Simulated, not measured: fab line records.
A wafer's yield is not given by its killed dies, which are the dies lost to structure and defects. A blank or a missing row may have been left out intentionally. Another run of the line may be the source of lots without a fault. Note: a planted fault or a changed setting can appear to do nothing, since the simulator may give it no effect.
Matching of chambers ; flow n5_finfet ; 3 sister chambers for N5_BEOL_M0_PRE_CLEAN_131 on cvd_co-01
The step time 15 s. 3 wafers are shown with their chamber, then 11 later ones without.

EACH WAFER AND ITS CHAMBER
wafer;chamber;heater_power_w (W)
L089.2;1;98
L089.4;2;57
L090.2;0;96

WAFERS WHOSE CHAMBER IS MISSING
wafer;heater_power_w (W)
L090.3;57
L090.5;97
L092.3;59
L092.5;58
L092.6;97
L095.2;96
L095.4;57
L095.6;97
L097.2;98
L097.3;58
L097.5;98

EACH ONE'S CHAMBER
wafer;from the rows above;in truth
L090.3;2;2
L090.5;can't be placed: 0 or 1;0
L092.3;2;2
L092.5;2;2
L092.6;can't be placed: 0 or 1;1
L095.2;0;0
L095.4;2;2
L095.6;can't be placed: 0 or 1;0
L097.2;1;1
L097.3;2;2
L097.5;1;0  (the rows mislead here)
Placed correctly: 7 of 11. Unplaceable from these rows: 3, with the true chamber sitting among the candidates in 3. 1 placed wrongly.
How it was worked out, from the rows above alone: a wafer's distance from a chamber is the root of the sum, over the readings, of the square of ((its reading less the chamber's mean) divided by the reading's scatter). The wafer belongs to the nearest chamber; if the next one is less than 2 further off, it can't be placed. For every chamber, the mean is computed from those of its wafers that are shown. The scatter: with one shown wafer a chamber, the root of the mean of the squares of how far each hidden wafer lies from its nearest shown one.
